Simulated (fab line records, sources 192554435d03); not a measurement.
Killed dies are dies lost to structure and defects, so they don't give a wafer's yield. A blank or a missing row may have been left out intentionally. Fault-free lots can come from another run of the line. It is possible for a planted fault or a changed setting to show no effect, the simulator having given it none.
Split-lot trial :: flow n5_finfet :: 21 wafers read across 7 lots, on a route 1938 steps long

THE SPLIT ITSELF
At N5_BEOL_M3_ILD_DEP_00 (deposits SiOC from DEMS/O2, target thk 79 nm, time 15.3 s), the setting time_s was moved away from the recipe's 15.3 s on 3 of the 21 wafers read, by +4.4% to +14.1%. The other wafers ran this setting at the recipe's value.

Split to reading: the file shows no intervening step.

THE READING
M3_ILD_THK (nm), taken at N5_BEOL_M3_THK_MEAS_01. A value of 78.9 nm with a standard deviation of 0.95 nm is what fault-free wafers of this fab line usually give.

wafer: L075.1
tool, chamber at the split: pecvd-04, 1
time_s as run, s: 15.3
against the recipe: recipe
M3_ILD_THK, nm: 76.4
against lot-mates on the recipe: -

wafer: L075.2
tool, chamber at the split: pecvd-04, 0
time_s as run, s: 15.3
against the recipe: recipe
M3_ILD_THK, nm: 77.0
against lot-mates on the recipe: -

wafer: L075.4
tool, chamber at the split: pecvd-04, 0
time_s as run, s: 15.3
against the recipe: recipe
M3_ILD_THK, nm: 78.2
against lot-mates on the recipe: -

wafer: L084.4
tool, chamber at the split: pecvd-03, 2
time_s as run, s: 15.3
against the recipe: recipe
M3_ILD_THK, nm: 78.8
against lot-mates on the recipe: -

wafer: L084.5
tool, chamber at the split: pecvd-03, 1,0
time_s as run, s: 15.3
against the recipe: recipe
M3_ILD_THK, nm: 79.7
against lot-mates on the recipe: -

wafer: L084.6
tool, chamber at the split: pecvd-03, 1,0
time_s as run, s: 15.3
against the recipe: recipe
M3_ILD_THK, nm: 79.8
against lot-mates on the recipe: -

wafer: L085.1
tool, chamber at the split: pecvd-04, 0
time_s as run, s: 15.98
against the recipe: +4.4%
M3_ILD_THK, nm: 80.5
against lot-mates on the recipe: +3.1

wafer: L085.3
tool, chamber at the split: pecvd-04, 2
time_s as run, s: 15.3
against the recipe: recipe
M3_ILD_THK, nm: 77.4
against lot-mates on the recipe: -

wafer: L085.4
tool, chamber at the split: pecvd-04, 0
time_s as run, s: 15.98
against the recipe: +4.4%
M3_ILD_THK, nm: 82.1
against lot-mates on the recipe: +4.7

wafer: L089.1
tool, chamber at the split: pecvd-03, 0
time_s as run, s: 15.3
against the recipe: recipe
M3_ILD_THK, nm: 77.6
against lot-mates on the recipe: -

wafer: L089.4
tool, chamber at the split: pecvd-03, 2,0
time_s as run, s: 15.3
against the recipe: recipe
M3_ILD_THK, nm: 80.2
against lot-mates on the recipe: -

wafer: L089.5
tool, chamber at the split: pecvd-03, 2,0
time_s as run, s: 15.3
against the recipe: recipe
M3_ILD_THK, nm: 80.1
against lot-mates on the recipe: -

wafer: L090.1
tool, chamber at the split: pecvd-04, 2
time_s as run, s: 15.3
against the recipe: recipe
M3_ILD_THK, nm: 78.1
against lot-mates on the recipe: -

wafer: L090.2
tool, chamber at the split: pecvd-04, 1
time_s as run, s: 15.3
against the recipe: recipe
M3_ILD_THK, nm: 77.7
against lot-mates on the recipe: -

wafer: L090.3
tool, chamber at the split: pecvd-04, 0
time_s as run, s: 15.3
against the recipe: recipe
M3_ILD_THK, nm: 77.7
against lot-mates on the recipe: -

wafer: L091.1
tool, chamber at the split: pecvd-04, 2
time_s as run, s: 15.3
against the recipe: recipe
M3_ILD_THK, nm: 78.2
against lot-mates on the recipe: -

wafer: L091.2
tool, chamber at the split: pecvd-04, 1
time_s as run, s: 15.3
against the recipe: recipe
M3_ILD_THK, nm: 77.6
against lot-mates on the recipe: -

wafer: L091.6
tool, chamber at the split: pecvd-04, 2
time_s as run, s: 15.3
against the recipe: recipe
M3_ILD_THK, nm: 78.5
against lot-mates on the recipe: -

wafer: L097.2
tool, chamber at the split: pecvd-04, 1
time_s as run, s: 17.45
against the recipe: +14.1%
M3_ILD_THK, nm: 89.5
against lot-mates on the recipe: +9.6

wafer: L097.3
tool, chamber at the split: pecvd-04, 0
time_s as run, s: 15.3
against the recipe: recipe
M3_ILD_THK, nm: 79.1
against lot-mates on the recipe: -

wafer: L097.4
tool, chamber at the split: pecvd-04, 1
time_s as run, s: 15.3
against the recipe: recipe
M3_ILD_THK, nm: 80.7
against lot-mates on the recipe: -
The file does not say which wafer passed through which chamber wherever a row lists several chambers: such a row stands for several wafers.

FIT RESULTS
A straight line over all 21 wafers: M3_ILD_THK changes by +0.762 nm for each +1% of time_s; r = +0.91; the points scatter about the line by 1.2 nm.
The same after taking each lot's own level away (the mean of its wafers on the recipe; 21 wafers): +0.71 nm for each +1%; r = +0.95; scatter 0.76 nm.
The reading moves by 10 nm for the largest change in time_s, on that fit.
The lots' own levels span 77.20 to 79.90 nm, that is 2.8 times the standard deviation above.
Consequently the slope shifts little with the lot-to-lot level, the two slopes agreeing.
Check: for one of the wafers moved furthest among these (+14.1%), held out of the fit, the line's prediction against its lot-mates is +12.3 nm. It came out at +9.6 nm against them.

FURTHER SPLITS ON THESE WAFERS
Note: prior to the reading, these wafers also went through further splits. Each is held against what the fit with the lots' levels taken away leaves over:
other split on the same wafers: N5_MOL_CONTACT_COAG_ETCH_15 source_w
wafers away from the commonest value: 7
r with M3_ILD_THK (lot level and that fit taken away): +0.14

other split on the same wafers: N5_MOL_CONTACT_COAG_ALD_133 ald_cycles
wafers away from the commonest value: 7
r with M3_ILD_THK (lot level and that fit taken away): -0.06

other split on the same wafers: N5_MOL_CONTACT_COAG_VIA_ETCH_117 bias_w
wafers away from the commonest value: 5
r with M3_ILD_THK (lot level and that fit taken away): +0.15

other split on the same wafers: N5_BEOL_M0_SAQP_PECVD_97 time_s
wafers away from the commonest value: 12
r with M3_ILD_THK (lot level and that fit taken away): +0.13

other split on the same wafers: N5_BEOL_M1_ETCH_70 time_s
wafers away from the commonest value: 3
r with M3_ILD_THK (lot level and that fit taken away): +0.14

other split on the same wafers: N5_BEOL_M1_TRENCH_ETCH_37 time_s
wafers away from the commonest value: 3
r with M3_ILD_THK (lot level and that fit taken away): +0.25

other split on the same wafers: N5_BEOL_M2_EXPOSE_08 dose_mj
wafers away from the commonest value: 6
r with M3_ILD_THK (lot level and that fit taken away): +0.07

other split on the same wafers: N5_BEOL_M2_ETCH_64 bias_w
wafers away from the commonest value: 8
r with M3_ILD_THK (lot level and that fit taken away): +0.12

THE WHOLE CHAIN: every reading that the file lists as answering this split, in the file's order
step: N5_BEOL_M3_ILD_DEP_00
what it does: deposits SiOC from DEMS/O2, target thk 79 nm, time 15.3 s
reading: SiOC_of_BEOL_M3_ILD_DEP_00.thk_nm (the simulator's own value, which no gauge read)
change (the file's fit): +0.703 nm for each +1% of the setting
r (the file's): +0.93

step: N5_BEOL_M3_THK_MEAS_01
what it does: 
reading: M3_ILD_THK
change (the file's fit): +0.702 for each +1% of the setting
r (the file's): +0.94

FILE'S OWN FIT
M3_ILD_THK changes by +0.702 nm for each +1% of time_s, r = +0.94.
